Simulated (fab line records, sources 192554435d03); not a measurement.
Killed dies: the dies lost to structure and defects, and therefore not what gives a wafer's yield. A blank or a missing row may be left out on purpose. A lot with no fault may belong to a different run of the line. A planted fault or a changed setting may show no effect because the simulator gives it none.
Which tool did it? | flow n5Finfet | 72 wafers from 24 lots sampled at 3 of the route's 1938 steps

== WHAT EACH GAUGE READ, for each wafer ==
N5_BEOL_M7_OVL_MEAS_29. Usual: V6_OVL typically reads 0.0 nm, with standard deviation 0.65.
lot  | measured     | on         | V6_OVL (nm)    | flag
L076 | day 9 20:07  | overlay-01 | 0.2 -0.1 -0.4  | 
L077 | day 10 02:52 | overlay-02 | 0.7 0.7 -0.1   | 
L075 | day 10 06:07 | overlay-02 | -0.6 0.2 0.5   | 
L078 | day 11 03:57 | overlay-02 | 0.1 -0.3 -0.1  | 
L080 | day 11 04:02 | overlay-02 | -0.2 -0.5 -0.3 | 
L079 | day 11 04:00 | overlay-01 | -1.1 -0.5 0.2  | 
L074 | day 11 04:04 | overlay-01 | 1.1 0.3 0.1    | 
L081 | day 11 04:11 | overlay-02 | 0.7 -1.0 -0.9  | 
L082 | day 11 13:29 | overlay-02 | 0.4 0.3 1.2    | 
L083 | day 11 22:34 | overlay-01 | 0.3 -0.3 0.5   | 
L084 | day 11 22:44 | overlay-01 | 0.9 1.1 -0.2   | 
L085 | day 12 01:35 | overlay-01 | -0.3 0.5 0.4   | 
L086 | day 12 20:35 | overlay-01 | 0.4 0.1 0.4    | 
L088 | day 13 17:49 | overlay-01 | -0.5 -1.0 -0.2 | 
L087 | day 13 17:46 | overlay-02 | 0.3 -0.2 -0.1  | 
L089 | day 13 21:22 | overlay-01 | -1.1 -0.2 -0.9 | 
L090 | day 14 00:54 | overlay-02 | 0.4 1.2 0.1    | 
L091 | day 14 03:03 | overlay-02 | 0.9 -0.3 0.8   | 
L092 | day 14 03:17 | overlay-01 | 0.4 1.1 1.7    | 
L093 | day 14 23:23 | overlay-02 | -1.0 -0.7 -1.2 | 
L094 | day 15 09:14 | overlay-01 | -1.4 -1.1 -1.1 | 
L095 | day 15 12:02 | overlay-01 | -0.1 1.3 -0.6  | 
L096 | day 15 17:53 | overlay-01 | 0.3 -0.3 -0.5  | 
L097 | day 15 17:55 | overlay-02 | 0.9 -0.1 0.9   | 

== WHAT TOOL EACH LOT RAN ON (gives the tool, then ch and the chambers of the sampled wafers, and finally the start) ==
lot  | N5_BEOL_M7_PECVD_70             | N5_BEOL_M7_DESCUM_16
L076 | pecvd-02 ch 0,1, day 9 17:05    | rieDiel-04 ch 0,3, day 9 19:14
L077 | pecvd-03 ch 0,1, day 9 21:40    | rieDiel-04 ch 0,1, day 10 00:07
L075 | pecvd-02 ch 0,1, day 10 00:56   | rieDiel-02 ch 0,2,3, day 10 03:49
L078 | pecvd-03 ch 0,1, day 10 08:34   | rieDiel-02 ch 1,2, day 10 10:32
L080 | pecvd-04 ch 0,1,2, day 10 20:40 | rieDiel-06 ch 0,1,3, day 10 23:32
L079 | pecvd-04 ch 0,1,2, day 10 22:58 | rieDiel-06 ch 0,2, day 11 00:33
L074 | pecvd-02 ch 0,2, day 10 22:59   | rieDiel-02 ch 0,1,2, day 11 00:44
L081 | pecvd-03 ch 0,1, day 10 23:02   | rieDiel-06 ch 0,2, day 11 00:53
L082 | pecvd-02 ch 0,2, day 11 08:39   | rieDiel-02 ch 1,2,3, day 11 12:28
L083 | pecvd-03 ch 0,1,2, day 11 20:09 | rieDiel-02 ch 0,2,3, day 11 21:31
L084 | pecvd-04 ch 0,2, day 11 20:16   | rieDiel-02 ch 1,2,3, day 11 21:46
L085 | pecvd-03 ch 1,2, day 11 23:47   | rieDiel-04 ch 0,2,3, day 12 00:47
L086 | pecvd-04 ch 0,1, day 12 15:35   | rieDiel-04 ch 0,1,2, day 12 17:50
L088 | pecvd-02 ch 0,1,2, day 13 14:49 | rieDiel-02 ch 0,2,3, day 13 16:17
L087 | pecvd-02 ch 0,1,2, day 13 15:35 | rieDiel-04 ch 1,3, day 13 16:32
L089 | pecvd-03 ch 0,1, day 13 17:29   | rieDiel-04 ch 1,2,3, day 13 19:18
L090 | pecvd-04 ch 0,1, day 13 19:53   | rieDiel-06 ch 1,3, day 13 23:24
L091 | pecvd-03 ch 0,1,2, day 13 23:19 | rieDiel-04 ch 0,2,3, day 14 01:57
L092 | pecvd-03 ch 0,2, day 13 23:51   | rieDiel-04 ch 0,1,2, day 14 02:13
L093 | pecvd-03 ch 0,1,2, day 14 17:13 | rieDiel-04 ch 1,2,3, day 14 19:23
L094 | pecvd-04 ch 1,2, day 15 03:26   | rieDiel-04 ch 1,2, day 15 04:40
L095 | pecvd-02 ch 1,2, day 15 05:53   | rieDiel-02 ch 0,2,3, day 15 10:14
L096 | pecvd-03 ch 0,1, day 15 12:52   | rieDiel-06 ch 1,2,3, day 15 13:38
L097 | pecvd-02 ch 0,2, day 15 13:08   | rieDiel-06 ch 1,3, day 15 13:56
- N5_BEOL_M7_PECVD_70: deposits SiO2 from TEOS/O2, target thk 20 nm, time 22.7 s.
- N5_BEOL_M7_DESCUM_16: chemistry O2, time 7.9 s.

== AS READ BY THE TOOLS THEMSELVES (means over the sampled wafers that have a number; for cases with no such wafer, the mark the record gives instead) ==
N5_BEOL_M7_PECVD_70. Usual: heaterPowerW 707 W, standard deviation 110; showerheadPlenumPTorr 8.80 Torr, standard deviation 0.04; susceptorTempC 400.02 C, standard deviation 0.21; throttleValvePct 22.2 %, standard deviation 1.4.
lot  | tool     | heaterPowerW (W) | showerheadPlenumPTorr (Torr) | susceptorTempC (C) | throttleValvePct (%) | flag
L076 | pecvd-02 | 733              | 8.79                         | 400.02             | 22.0                 | 
L077 | pecvd-03 | 746              | 8.80                         | 400.23             | 21.6                 | 
L075 | pecvd-02 | 803              | 8.79                         | 399.89             | 22.3                 | 
L078 | pecvd-03 | 782              | 8.78                         | 400.22             | 21.4                 | 
L080 | pecvd-04 | 703              | 8.82                         | 399.74             | 23.9                 | 
L079 | pecvd-04 | 626              | 8.84                         | 400.20             | 24.0                 | 
L074 | pecvd-02 | 639              | 8.78                         | 400.06             | 21.3                 | 
L081 | pecvd-03 | 783              | 8.78                         | 399.80             | 21.4                 | 
L082 | pecvd-02 | 675              | 8.79                         | 400.15             | 21.5                 | 
L083 | pecvd-03 | 617              | 8.79                         | 400.14             | 21.3                 | 
L084 | pecvd-04 | 739              | 8.76                         | 399.99             | 22.6                 | 
L085 | pecvd-03 | 680              | 8.80                         | 399.96             | 21.6                 | 
L086 | pecvd-04 | 638              | 8.83                         | 399.87             | 23.8                 | 
L088 | pecvd-02 | 699              | 8.79                         | 400.12             | 21.8                 | 
L087 | pecvd-02 | 715              | 8.80                         | 399.99             | 21.9                 | 
L089 | pecvd-03 | 756              | 8.77                         | 400.03             | 21.6                 | 
L090 | pecvd-04 | 616              | 8.82                         | 399.89             | 23.8                 | 
L091 | pecvd-03 | 696              | 8.80                         | 399.89             | 21.4                 | 
L092 | pecvd-03 | 677              | 8.78                         | 399.96             | 21.2                 | 
L093 | pecvd-03 | 713              | 8.79                         | 400.15             | 21.5                 | 
L094 | pecvd-04 | 736              | 8.82                         | 400.18             | 24.2                 | 
L095 | pecvd-02 | 740              | 8.80                         | 399.93             | 22.0                 | 
L096 | pecvd-03 | 802              | 8.78                         | 400.06             | 21.5                 | 
L097 | pecvd-02 | 672              | 8.79                         | 400.26             | 21.8                 | 

N5_BEOL_M7_DESCUM_16. Usual: drypumpMotorCurrentA 5.8 A, standard deviation 0.37; oesProductAu 0.82 a.u., standard deviation 0.093; rfVppV 243.6 V, standard deviation 1.4; showerheadPlenumPTorr 2.12 Torr, standard deviation 0.082; throttleValvePct 20.43 %, standard deviation 0.23.
lot  | tool       | drypumpMotorCurrentA (A) | oesProductAu (a.u.) | rfVppV (V) | showerheadPlenumPTorr (Torr) | throttleValvePct (%) | flag
L076 | rieDiel-04 | 6.0                      | 0.73                | 242.2      | 2.03                         | 20.66                | 
L077 | rieDiel-04 | 6.1                      | 0.67                | 242.0      | 2.00                         | 20.80                | 
L075 | rieDiel-02 | 5.9                      | 0.82                | 244.1      | 2.08                         | 20.40                | 
L078 | rieDiel-02 | 5.4                      | 0.84                | 243.8      | 2.11                         | 20.45                | 
L080 | rieDiel-06 | 5.9                      | 0.88                | 244.0      | 2.13                         | 20.37                | 
L079 | rieDiel-06 | 5.9                      | 0.82                | 244.1      | 2.17                         | 20.22                | 
L074 | rieDiel-02 | 5.9                      | 0.77                | 243.0      | 2.06                         | 20.48                | 
L081 | rieDiel-06 | 5.9                      | 0.83                | 243.7      | 2.17                         | 20.22                | 
L082 | rieDiel-02 | 5.7                      | 0.82                | 242.7      | 2.12                         | 20.50                | 
L083 | rieDiel-02 | 5.9                      | 0.80                | 242.2      | 2.08                         | 20.43                | 
L084 | rieDiel-02 | 5.7                      | 0.82                | 242.8      | 2.12                         | 20.50                | 
L085 | rieDiel-04 | 5.7                      | 0.86                | 245.1      | 2.19                         | 20.47                | 
L086 | rieDiel-04 | 5.8                      | 0.90                | 244.3      | 2.17                         | 20.46                | 
L088 | rieDiel-02 | 5.9                      | 0.89                | 244.0      | 2.15                         | 20.32                | 
L087 | rieDiel-04 | 5.5                      | 0.85                | 243.2      | 2.09                         | 20.18                | 
L089 | rieDiel-04 | 5.5                      | 0.83                | 244.2      | 2.12                         | 20.35                | 
L090 | rieDiel-06 | 5.8                      | 0.84                | 242.5      | 2.07                         | 20.59                | 
L091 | rieDiel-04 | 5.7                      | 0.83                | 244.0      | 2.19                         | 20.48                | 
L092 | rieDiel-04 | 5.8                      | 0.87                | 244.3      | 2.16                         | 20.48                | 
L093 | rieDiel-04 | 5.6                      | 0.82                | 243.0      | 2.12                         | 20.37                | 
L094 | rieDiel-04 | 5.5                      | 0.80                | 243.4      | 2.15                         | 20.55                | 
L095 | rieDiel-02 | 5.9                      | 0.87                | 243.9      | 2.15                         | 20.33                | 
L096 | rieDiel-06 | 5.9                      | 0.79                | 244.5      | 2.13                         | 20.46                | 
L097 | rieDiel-06 | 6.0                      | 0.85                | 244.7      | 2.13                         | 20.42                | 

== THE ANSWER, worked out from the rows above alone ==
Rule: a lot counts as off when the mean over its wafers that have a number is more than 3 standard deviations away from the usual mean. Also off: a lot with no number at a reading for which 4 or more lots have one. The other lots that the step has rows for count as sound. The gauges are gone through in route order, then the tools' own readings, and for those a lot's mean is taken as printed above. At the first step where some lot is off, the reading lying furthest off is the one used; lots without a number count as furthest.
No lot is off on any of the readings shown, so nothing can be concluded from this.

== WHAT THE SIMULATOR PUT IN ==
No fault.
